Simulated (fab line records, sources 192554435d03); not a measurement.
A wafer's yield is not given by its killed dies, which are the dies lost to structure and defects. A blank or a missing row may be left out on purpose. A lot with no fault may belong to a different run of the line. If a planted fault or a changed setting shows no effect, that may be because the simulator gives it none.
The same fault as seen by 2 desks || flow n5 finfet || numbers are kept per desk, each desk with only its own; the story behind them comes last

AT THE TOOL OWNER'S DESK: rie metal-03
The tool's own readings at N5_BEOL_M10_HM_OPEN_17 (chemistry Cl2/BCl3, target TiN, target depth 20 nm, overetch 6 nm): means of the sampled wafers that have a number, for each lot that ran on this tool. Marked OUT: a lot whose mean sits more than 4 standard deviations from the usual mean, which makes it out of limits; the brackets give that distance.
Columns: A = chamber pressure mTorr at N5_BEOL_M10_HM_OPEN_17, usual 10.000 mTorr; B = drypump motor current A at N5_BEOL_M10_HM_OPEN_17, usual 5.6 A; C = oes_ar_750_au at N5_BEOL_M10_HM_OPEN_17, usual 0.78 a.u.; D = oes product au at N5_BEOL_M10_HM_OPEN_17, usual 0.66 a.u.; E = throttle valve pct at N5_BEOL_M10_HM_OPEN_17, usual 22.05 %
{"lot": "L621", "first seen here": "day 10 22:23", "A": 9.981, "B": 6.0, "C": 0.70, "D": 0.60, "E": 22.18}
{"lot": "L629", "first seen here": "day 13 05:52", "A": 10.005, "B": 5.6, "C": 0.74, "D": 0.64, "E": 22.19}
{"lot": "L631", "first seen here": "day 13 13:52", "A": 9.995, "B": 5.3, "C": 0.78, "D": 0.68, "E": 22.23}
This desk's finding: nothing out of limits on any of the 3 lots.

THE DEFECT DESK
For each lot, the counts of the inspections along the route, averaged over the sampled wafers that have a number. Marked OUT: a lot whose mean sits more than 4 standard deviations from the usual mean, which makes it out of limits; the brackets give that distance.
Columns: A = raw defect count at N5_BEOL_M10_INSPECT_30, usual 376
{"lot": "L621", "first seen here": "day 10 23:05", "A": 338}
{"lot": "L629", "first seen here": "day 13 06:30", "A": "872 (+6.0) OUT"}
{"lot": "L631", "first seen here": "day 13 14:59", "A": "1073 (+8.4) OUT"}
{"lot": "L638", "first seen here": "day 15 04:20", "A": 410}
This desk finds L629, L631 out of limits, L629 being first, at day 13 06:30 (raw defect count at N5_BEOL_M10_INSPECT_30). L621, L638: within limits.

BROUGHT TOGETHER
The defect desk could have raised an alarm at day 13 06:30, on L629, L631.
Nothing out of limits was seen by the tool owner's desk.
Tool owner's desk: L629, L631 on record, inside its limits.
Every lot named ran N5_BEOL_M10_HM_OPEN_17 on rie metal-03.

WHAT THE SIMULATOR PUT IN
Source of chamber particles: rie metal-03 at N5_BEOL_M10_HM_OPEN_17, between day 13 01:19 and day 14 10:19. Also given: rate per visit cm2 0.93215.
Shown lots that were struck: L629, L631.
Hours from the fault's start to each desk's first reading out of limits: the defect desk, 5.
